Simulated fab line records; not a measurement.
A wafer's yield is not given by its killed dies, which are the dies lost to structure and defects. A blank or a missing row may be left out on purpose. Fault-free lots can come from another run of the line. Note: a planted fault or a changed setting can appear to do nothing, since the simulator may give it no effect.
Matching of chambers    flow n5Finfet    N5_BEOL_M0_CUTY_DESCUM_61 on rieDiel-03 has 4 sister chambers
The step chemistry O2, time 7.9 s. 8 wafers are shown with their chamber, then 10 later ones without.

## EACH WAFER AND ITS CHAMBER
wafer   chamber  throttleValvePct (%)  showerheadPlenumPTorr (Torr)
L081.2  1        20.61                 1.97
L082.3  2        20.11                 2.07
L082.6  3        20.07                 2.22
L083.2  0        20.65                 2.15
L083.5  2        20.10                 2.06
L083.6  3        20.07                 2.22
L084.3  1        20.61                 1.97
L084.5  0        20.66                 2.15

## WAFERS WITH NO CHAMBER GIVEN
wafer   throttleValvePct (%)  showerheadPlenumPTorr (Torr)
L084.6  20.63                 1.97
L089.2  20.68                 2.14
L089.3  20.64                 1.97
L089.6  20.10                 2.22
L095.2  20.70                 2.14
L095.3  20.15                 2.06
L095.5  20.10                 2.21
L096.2  20.11                 2.21
L096.4  20.70                 2.14
L096.6  20.11                 2.21

## EACH ONE'S CHAMBER
wafer   from the rows above  in truth
L084.6  1                    1
L089.2  0                    0
L089.3  1                    1
L089.6  3                    3
L095.2  0                    0
L095.3  2                    2
L095.5  3                    3
L096.2  3                    3
L096.4  0                    0
L096.6  3                    3
10 of 10 placed correctly. From these rows, 0 cannot be placed. 0 placed wrongly.
How it was worked out, from the rows above alone: a wafer's distance from a chamber is the root of the sum, over the readings, of the square of ((its reading less the chamber's mean) divided by the reading's scatter). The wafer belongs to the nearest chamber; if the next one is less than 2 further off, it can't be placed. The mean given for a chamber averages the wafers shown for that chamber. The scatter: take each reading less its chamber's mean, square it, sum over the shown wafers, divide by the number of wafers less the number of chambers, and take the root.
